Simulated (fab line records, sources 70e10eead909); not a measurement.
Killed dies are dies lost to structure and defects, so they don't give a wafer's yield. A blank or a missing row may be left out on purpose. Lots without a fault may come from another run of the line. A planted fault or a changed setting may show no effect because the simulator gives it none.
Which tool did it? | flow nand_harc | 14 lots, 42 wafers sampled, at 6 steps of a route of 1302

WHAT THE GAUGES READ, wafer by wafer
NHARC_P_GATE_CD_MEAS_91: target cd 2000 nm. Usual: cd_nm 2000.0 nm, standard deviation 1.8.
lot  | measured     | on        | cd_nm (nm)           | flag
L560 | day 4 21:37  | cd_sem-03 | 2001.1 2004.0 2000.7 |
L561 | day 5 01:43  | cd_sem-03 | 1999.8 1998.9 1999.7 |
L562 | day 5 10:55  | cd_sem-01 | 2001.2 2000.5 1999.5 |
L563 | day 6 07:54  | cd_sem-03 | 1998.2 2002.0 2001.7 |
L564 | day 6 08:35  | cd_sem-01 | 1998.2 2000.9 2001.9 |
L565 | day 6 14:41  | cd_sem-01 | 2001.8 2001.9 2002.5 |
L566 | day 7 07:25  | cd_sem-01 | 2002.2 2001.2 1999.9 |
L567 | day 7 20:40  | cd_sem-01 | 1999.1 2000.4 2001.2 |
L570 | day 9 00:19  | cd_sem-02 | 1996.2 1998.3 1997.6 |
L571 | day 9 04:11  | cd_sem-03 | 2003.4 2001.7 2001.2 |
L580 | day 12 22:08 | cd_sem-03 | 1999.0 1994.3 1997.6 |
L581 | day 13 16:05 | cd_sem-02 | 1997.2 1997.9 1999.5 |
L582 | day 13 20:59 | cd_sem-01 | 1997.5 1998.6 1998.2 |
L583 | day 14 04:00 | cd_sem-03 | 2001.0 2002.7 2002.1 |

NHARC_P_CONTACT_CD_MEAS_12: target cd 90 nm. Usual: cd_nm 90.1 nm, standard deviation 0.62.
lot  | measured     | on        | cd_nm (nm)        | flag
L560 | day 5 02:17  | cd_sem-03 | 89.7 89.5 90.1    |
L561 | day 5 06:23  | cd_sem-02 | 89.1 90.1 89.9    |
L562 | day 5 15:40  | cd_sem-03 | 90.8 91.1 90.9    |
L563 | day 7 07:10  | cd_sem-02 | 90.7 90.7 90.8    |
L564 | day 6 13:40  | cd_sem-03 | 90.3 90.2 90.4    |
L565 | day 6 19:21  | cd_sem-01 | 90.1 90.4 90.6    |
L566 | day 7 12:08  | cd_sem-01 | 91.0 89.8 89.6    |
L567 | day 8 01:21  | cd_sem-01 | 90.1 90.8 90.1    |
L570 | day 9 04:58  | cd_sem-02 | 90.3 89.6 89.0    |
L571 | day 9 08:52  | cd_sem-02 | 90.4 90.6 90.8    |
L580 | day 13 02:59 | cd_sem-02 | 90.2 90.7 90.4    |
L581 | day 13 20:45 | cd_sem-01 | 118.3 118.3 118.9 | OFF
L582 | day 14 02:01 | cd_sem-03 | 113.0 113.8 113.1 | OFF
L583 | day 14 08:40 | cd_sem-03 | 89.4 89.4 89.2    |

NHARC_P_CONTACT_CD_MEAS_19. Usual: cd_nm 89.7 nm, standard deviation 1.6.
lot  | measured     | on        | cd_nm (nm)        | flag
L560 | day 5 03:21  | cd_sem-01 | 88.5 89.7 90.3    |
L561 | day 5 07:37  | cd_sem-01 | 87.0 90.2 88.0    |
L562 | day 5 17:19  | cd_sem-02 | 89.5 88.8 92.0    |
L563 | day 7 08:14  | cd_sem-02 | 91.4 91.3 90.7    |
L564 | day 6 14:44  | cd_sem-02 | 90.1 89.3 92.6    |
L565 | day 6 20:25  | cd_sem-01 | 88.7 92.7 90.1    |
L566 | day 7 13:11  | cd_sem-01 | 90.8 89.4 89.0    |
L567 | day 8 02:25  | cd_sem-02 | 88.6 92.0 89.1    |
L570 | day 9 06:01  | cd_sem-03 | 91.2 90.0 88.8    |
L571 | day 9 09:56  | cd_sem-03 | 90.9 91.8 92.0    |
L580 | day 13 04:02 | cd_sem-03 | 91.0 93.7 90.5    |
L581 | day 13 21:49 | cd_sem-02 | 117.2 116.2 118.7 | OFF
L582 | day 14 03:04 | cd_sem-03 | 113.2 112.6 111.6 | OFF
L583 | day 14 09:43 | cd_sem-01 | 90.9 87.8 85.4    |

WHICH TOOL RAN EACH LOT (tool, then ch and the chambers of the sampled wafers, then the start)
lot  | NHARC_P_GATE_RTA_80              | NHARC_P_CONTACT_EXPOSE_09          | NHARC_P_CONTACT_ETCH_31
L560 | rtp_anneal-01 ch 0, day 5 00:03  | arfi_scanner-01 ch 0, day 5 02:10  | rie_diel-11 ch 1,2,3, day 5 03:21 or earlier
L561 | rtp_anneal-01 ch 0, day 5 04:10  | arfi_scanner-03 ch 0, day 5 06:15  | rie_diel-11 ch 2,3, day 5 07:37 or earlier
L562 | rtp_anneal-02 ch 0, day 5 13:23  | arfi_scanner-03 ch 0, day 5 15:31  | rie_diel-11 ch 0,2,3, day 5 17:19 or earlier
L563 | rtp_anneal-01 ch 0, day 7 04:58  | arfi_scanner-03 ch 0, day 7 07:02  | rie_diel-13 ch 0,2,3, day 7 08:14 or earlier
L564 | rtp_anneal-02 ch 0, day 6 11:32  | arfi_scanner-03 ch 0, day 6 13:32  | rie_diel-11 ch 1,3, day 6 14:44 or earlier
L565 | rtp_anneal-02 ch 0, day 6 17:07  | arfi_scanner-02 ch 0, day 6 19:13  | rie_diel-11 ch 0,2,3, day 6 20:25 or earlier
L566 | rtp_anneal-01 ch 0, day 7 09:52  | arfi_scanner-01 ch 0, day 7 11:59  | rie_diel-06 ch 0,3, day 7 13:11 or earlier
L567 | rtp_anneal-02 ch 0, day 7 23:05  | arfi_scanner-03 ch 0, day 8 01:12  | rie_diel-11 ch 0,2,3, day 8 02:25 or earlier
L570 | rtp_anneal-01 ch 0, day 9 02:49  | arfi_scanner-02 ch 0, day 9 04:49  | rie_diel-13 ch 1,2,3, day 9 06:01 or earlier
L571 | rtp_anneal-02 ch 0, day 9 06:37  | arfi_scanner-01 ch 0, day 9 08:44  | rie_diel-13 ch 2,3, day 9 09:56 or earlier
L580 | rtp_anneal-01 ch 0, day 13 00:47 | arfi_scanner-03 ch 0, day 13 02:50 | rie_diel-13 ch 0,2,3, day 13 04:02 or earlier
L581 | rtp_anneal-02 ch 0, day 13 18:31 | arfi_scanner-03 ch 0, day 13 20:37 | rie_diel-13 ch 0,1, day 13 21:49 or earlier
L582 | rtp_anneal-01 ch 0, day 13 23:33 | arfi_scanner-03 ch 0, day 14 01:53 | rie_diel-11 ch 1,2,3, day 14 03:04 or earlier
L583 | rtp_anneal-01 ch 0, day 14 06:25 | arfi_scanner-01 ch 0, day 14 08:32 | rie_diel-06 ch 0,1,2, day 14 09:43 or earlier
- NHARC_P_GATE_RTA_80: time 30 s.
- NHARC_P_CONTACT_EXPOSE_09: exposes mask P CA, target cd 90 nm.
- NHARC_P_CONTACT_ETCH_31: etches the open film in CH3F/O2, target depth 30 nm, time 85.7 s.

WHAT THE TOOLS THEMSELVES READ (means of the sampled wafers that have a number; where no wafer has one, the mark that the record gives instead)
NHARC_P_GATE_RTA_80. Usual: lamp_power_pct 2.29 %, standard deviation 0.037; wafer_temp_C_max 301.6, standard deviation 0.4.
lot  | tool          | lamp_power_pct (%) | wafer_temp_C_max | flag
L560 | rtp_anneal-01 | 2.27               | 301.9            |
L561 | rtp_anneal-01 | 2.27               | 301.7            |
L562 | rtp_anneal-02 | 2.35               | 300.9            |
L563 | rtp_anneal-01 | 2.27               | 301.3            |
L564 | rtp_anneal-02 | 2.35               | 301.4            |
L565 | rtp_anneal-02 | 2.35               | 301.6            |
L566 | rtp_anneal-01 | 2.27               | 301.9            |
L567 | rtp_anneal-02 | 2.35               | 301.2            |
L570 | rtp_anneal-01 | 2.27               | 301.6            |
L571 | rtp_anneal-02 | 2.36               | 301.3            |
L580 | rtp_anneal-01 | 2.27               | 301.9            |
L581 | rtp_anneal-02 | 2.35               | 301.3            |
L582 | rtp_anneal-01 | 2.28               | 301.6            |
L583 | rtp_anneal-01 | 2.28               | 302.2            |

NHARC_P_CONTACT_EXPOSE_09. Usual: exposure_dose_mJ_cm2 81.25, standard deviation 0.076.
lot  | tool            | exposure_dose_mJ_cm2 | flag
L560 | arfi_scanner-01 | 81.25                |
L561 | arfi_scanner-03 | 81.17                |
L562 | arfi_scanner-03 | 81.22                |
L563 | arfi_scanner-03 | 81.32                |
L564 | arfi_scanner-03 | 81.33                |
L565 | arfi_scanner-02 | 81.23                |
L566 | arfi_scanner-01 | 81.22                |
L567 | arfi_scanner-03 | 81.22                |
L570 | arfi_scanner-02 | 81.24                |
L571 | arfi_scanner-01 | 81.32                |
L580 | arfi_scanner-03 | 81.28                |
L581 | arfi_scanner-03 | 128.56               | OFF
L582 | arfi_scanner-03 | 120.52               | OFF
L583 | arfi_scanner-01 | 81.25                |

NHARC_P_CONTACT_ETCH_31. Usual: drypump_motor_current_A 5.5 A, standard deviation 0.48; mfc_ar_sccm 200.0 sccm, standard deviation 0.61; oes_product_au 0.975 a.u., standard deviation 0.016; rf_vpp_V 243.6 V, standard deviation 1.8; showerhead_plenum_p_Torr 2.42 Torr, standard deviation 0.11; throttle_valve_pct 20.664 %, standard deviation 0.0097.
lot  | tool        | drypump_motor_current_A (A) | mfc_ar_sccm (sccm) | oes_product_au (a.u.) | rf_vpp_V (V) | showerhead_plenum_p_Torr (Torr) | throttle_valve_pct (%) | flag
L560 | rie_diel-11 | 5.1                         | 200.1              | 0.973                 | 242.3        | 2.38                            | 20.670                 |
L561 | rie_diel-11 | 4.7                         | 199.5              | 0.975                 | 242.4        | 2.30                            | 20.658                 |
L562 | rie_diel-11 | 4.9                         | 200.1              | 0.954                 | 243.5        | 2.40                            | 20.659                 |
L563 | rie_diel-13 | 5.7                         | 200.1              | 0.984                 | 243.2        | 2.42                            | 20.665                 |
L564 | rie_diel-11 | 5.1                         | 199.9              | 0.970                 | 242.9        | 2.38                            | 20.657                 |
L565 | rie_diel-11 | 4.9                         | 200.2              | 0.957                 | 243.8        | 2.40                            | 20.661                 |
L566 | rie_diel-06 | 5.4                         | 199.8              | 0.976                 | 243.3        | 2.37                            | 20.666                 |
L567 | rie_diel-11 | 4.9                         | 199.9              | 0.968                 | 243.1        | 2.40                            | 20.673                 |
L570 | rie_diel-13 | 5.8                         | 200.1              | 0.982                 | 243.1        | 2.41                            | 20.669                 |
L571 | rie_diel-13 | 5.8                         | 199.4              | 0.963                 | 245.1        | 2.48                            | 20.669                 |
L580 | rie_diel-13 | 5.7                         | 199.7              | 0.989                 | 244.3        | 2.41                            | 20.663                 |
L581 | rie_diel-13 | 6.1                         | 200.0              | 0.978                 | 241.6        | 2.34                            | 20.645                 |
L582 | rie_diel-11 | 5.1                         | 200.1              | 0.949                 | 243.5        | 2.38                            | 20.657                 |
L583 | rie_diel-06 | 5.7                         | 199.6              | 0.965                 | 244.0        | 2.48                            | 20.655                 |

THE ANSWER, worked out from the rows above alone
Rule: a lot is off if the mean of its wafers that have a number lies more than 3 standard deviations from the usual mean. A lot without any number at a reading at which 4 lots or more have one is off too. The other lots that the step has rows for count as sound. The gauges are gone through in route order, then the tools' own readings, and for those a lot's mean is taken as printed above. The first step at which some lot is off is used, and at that step the reading that is off furthest; a lot without a number counts as furthest.
Off: L581, L582, at NHARC_P_CONTACT_CD_MEAS_12 (cd_nm).
A tool fits if, at a process step before that reading, it ran every lot that is off, and no sound lot after the first of them. The gauges at NHARC_P_CONTACT_CD_MEAS_12 aren't tried: what is off there is off at NHARC_P_CONTACT_EXPOSE_09 too, on other tools, and a gauge's error can't cause that. One fits: arfi_scanner-03 at NHARC_P_CONTACT_EXPOSE_09. Its last sound lot is L580 (day 13 02:50), its first lot that is off L581 (day 13 20:37): a fault that began between those two fits.
The tool's own readings at NHARC_P_CONTACT_EXPOSE_09 bear it out: on the lots that are off they differ by more than 5 times the standard deviation of the sound lots' means. exposure_dose_mJ_cm2 reads 124.54 there against 81.25 on the sound lots.

WHAT THE SIMULATOR HAD PUT IN
Process parameter drift: arfi_scanner-03, from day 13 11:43 on, at NHARC_P_CONTACT_EXPOSE_09. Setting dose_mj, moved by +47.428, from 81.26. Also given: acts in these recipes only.
Lots struck among those shown: L581, L582. The rule above found the same.
